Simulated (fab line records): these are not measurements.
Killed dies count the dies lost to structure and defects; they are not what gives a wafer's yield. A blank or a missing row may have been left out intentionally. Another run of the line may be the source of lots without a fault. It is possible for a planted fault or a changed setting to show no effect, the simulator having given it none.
Chamber matching || flow nand-harc || rie-diel-11 running NHARC_A_STAIRCASE_DESCUM_443: 4 sister chambers
The step chemistry O2, time 3 s. 20 wafers are shown with their chamber, then 10 later ones without.

== WAFERS PAIRED WITH THEIR CHAMBERS ==
{"wafer": "L076.1", "chamber": 0, "showerhead-plenum-p-Torr (Torr)": 1.93, "oes-product-au (a.u.)": 1.007, "rf-vpp-V (V)": 57.8}
{"wafer": "L076.2", "chamber": 1, "showerhead-plenum-p-Torr (Torr)": 1.93, "oes-product-au (a.u.)": 1.007, "rf-vpp-V (V)": 55.6}
{"wafer": "L076.5", "chamber": 2, "showerhead-plenum-p-Torr (Torr)": 2.00, "oes-product-au (a.u.)": 1.015, "rf-vpp-V (V)": 55.7}
{"wafer": "L074.1", "chamber": 3, "showerhead-plenum-p-Torr (Torr)": 1.94, "oes-product-au (a.u.)": 0.994, "rf-vpp-V (V)": 58.0}
{"wafer": "L074.2", "chamber": 0, "showerhead-plenum-p-Torr (Torr)": 1.93, "oes-product-au (a.u.)": 0.993, "rf-vpp-V (V)": 57.6}
{"wafer": "L074.6", "chamber": 1, "showerhead-plenum-p-Torr (Torr)": 1.93, "oes-product-au (a.u.)": 0.995, "rf-vpp-V (V)": 56.9}
{"wafer": "L079.1", "chamber": 2, "showerhead-plenum-p-Torr (Torr)": 1.99, "oes-product-au (a.u.)": 1.014, "rf-vpp-V (V)": 57.5}
{"wafer": "L079.3", "chamber": 0, "showerhead-plenum-p-Torr (Torr)": 1.93, "oes-product-au (a.u.)": 1.007, "rf-vpp-V (V)": 58.7}
{"wafer": "L079.4", "chamber": 3, "showerhead-plenum-p-Torr (Torr)": 1.94, "oes-product-au (a.u.)": 1.004, "rf-vpp-V (V)": 59.0}
{"wafer": "L081.2", "chamber": 1, "showerhead-plenum-p-Torr (Torr)": 1.93, "oes-product-au (a.u.)": 0.991, "rf-vpp-V (V)": 57.5}
{"wafer": "L081.4", "chamber": 2, "showerhead-plenum-p-Torr (Torr)": 1.99, "oes-product-au (a.u.)": 1.010, "rf-vpp-V (V)": 57.5}
{"wafer": "L081.5", "chamber": 0, "showerhead-plenum-p-Torr (Torr)": 1.93, "oes-product-au (a.u.)": 0.997, "rf-vpp-V (V)": 58.9}
{"wafer": "L082.1", "chamber": 2, "showerhead-plenum-p-Torr (Torr)": 1.99, "oes-product-au (a.u.)": 1.006, "rf-vpp-V (V)": 58.4}
{"wafer": "L082.2", "chamber": 1, "showerhead-plenum-p-Torr (Torr)": 1.93, "oes-product-au (a.u.)": 0.999, "rf-vpp-V (V)": 57.9}
{"wafer": "L082.3", "chamber": 3, "showerhead-plenum-p-Torr (Torr)": 1.93, "oes-product-au (a.u.)": 0.992, "rf-vpp-V (V)": 57.1}
{"wafer": "L088.4", "chamber": 3, "showerhead-plenum-p-Torr (Torr)": 1.93, "oes-product-au (a.u.)": 0.999, "rf-vpp-V (V)": 57.0}
{"wafer": "L088.5", "chamber": 1, "showerhead-plenum-p-Torr (Torr)": 1.93, "oes-product-au (a.u.)": 0.999, "rf-vpp-V (V)": 58.5}
{"wafer": "L088.6", "chamber": 2, "showerhead-plenum-p-Torr (Torr)": 1.99, "oes-product-au (a.u.)": 0.990, "rf-vpp-V (V)": 57.9}
{"wafer": "L086.1", "chamber": 2, "showerhead-plenum-p-Torr (Torr)": 1.99, "oes-product-au (a.u.)": 1.011, "rf-vpp-V (V)": 58.1}
{"wafer": "L086.4", "chamber": 3, "showerhead-plenum-p-Torr (Torr)": 1.93, "oes-product-au (a.u.)": 0.996, "rf-vpp-V (V)": 58.2}

SIGNATURES (averages over the wafers above)
{"reading": "showerhead-plenum-p-Torr", "chamber 0": 1.9300, "chamber 1": 1.9300, "chamber 2": 1.9917, "chamber 3": 1.9340, "scatter within a chamber": 0.00356}
{"reading": "oes-product-au", "chamber 0": 1.00100, "chamber 1": 0.99820, "chamber 2": 1.00767, "chamber 3": 0.99700, "scatter within a chamber": 0.0071}
{"reading": "rf-vpp-V", "chamber 0": 58.250, "chamber 1": 57.280, "chamber 2": 57.517, "chamber 3": 57.860, "scatter within a chamber": 0.917}
Rule: for a wafer and a chamber, the distance is found by dividing, reading by reading, the gap between the wafer's reading and the chamber's mean by the reading's scatter, squaring, summing and taking the root. If the next closest chamber is less than 2 further off than the closest, the wafer can't be placed; otherwise it belongs to the closest. How the scatter is found: for the shown wafers, subtract from each reading the mean of its chamber, square and add these, divide the total by (wafers less chambers), then take the root.

== WAFERS WITH NO CHAMBER GIVEN ==
{"wafer": "L086.5", "showerhead-plenum-p-Torr (Torr)": 1.93, "oes-product-au (a.u.)": 0.995, "rf-vpp-V (V)": 58.6}
{"wafer": "L090.1", "showerhead-plenum-p-Torr (Torr)": 1.93, "oes-product-au (a.u.)": 1.000, "rf-vpp-V (V)": 57.6}
{"wafer": "L090.2", "showerhead-plenum-p-Torr (Torr)": 1.92, "oes-product-au (a.u.)": 1.008, "rf-vpp-V (V)": 57.7}
{"wafer": "L090.4", "showerhead-plenum-p-Torr (Torr)": 1.92, "oes-product-au (a.u.)": 1.011, "rf-vpp-V (V)": 57.1}
{"wafer": "L091.2", "showerhead-plenum-p-Torr (Torr)": 1.92, "oes-product-au (a.u.)": 1.007, "rf-vpp-V (V)": 56.9}
{"wafer": "L091.3", "showerhead-plenum-p-Torr (Torr)": 1.93, "oes-product-au (a.u.)": 0.994, "rf-vpp-V (V)": 58.7}
{"wafer": "L091.6", "showerhead-plenum-p-Torr (Torr)": 1.93, "oes-product-au (a.u.)": 0.996, "rf-vpp-V (V)": 57.2}
{"wafer": "L094.1", "showerhead-plenum-p-Torr (Torr)": 1.98, "oes-product-au (a.u.)": 1.009, "rf-vpp-V (V)": 57.6}
{"wafer": "L094.2", "showerhead-plenum-p-Torr (Torr)": 1.92, "oes-product-au (a.u.)": 1.014, "rf-vpp-V (V)": 55.8}
{"wafer": "L094.6", "showerhead-plenum-p-Torr (Torr)": 1.92, "oes-product-au (a.u.)": 1.014, "rf-vpp-V (V)": 56.2}

== THE CHAMBER EACH PASSED THROUGH ==
{"wafer": "L086.5", "from the rows above": "can't be placed: 0 or 3 or 1", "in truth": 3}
{"wafer": "L090.1", "from the rows above": "can't be placed: 1 or 0 or 3", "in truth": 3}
{"wafer": "L090.2", "from the rows above": "can't be placed: 0 or 1 or 3", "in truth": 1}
{"wafer": "L090.4", "from the rows above": "can't be placed: 1 or 0 or 3", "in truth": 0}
{"wafer": "L091.2", "from the rows above": "can't be placed: 1 or 0 or 3", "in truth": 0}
{"wafer": "L091.3", "from the rows above": "can't be placed: 0 or 3 or 1", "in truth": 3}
{"wafer": "L091.6", "from the rows above": "can't be placed: 1 or 3 or 0", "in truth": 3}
{"wafer": "L094.1", "from the rows above": 2, "in truth": 2}
{"wafer": "L094.2", "from the rows above": "can't be placed: 1 or 0 or 3", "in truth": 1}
{"wafer": "L094.6", "from the rows above": "can't be placed: 1 or 0 or 3", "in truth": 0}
Correctly placed: 1 of 10. These rows do not allow placing 9 (true chamber among the candidates in 9). 0 placed wrongly.
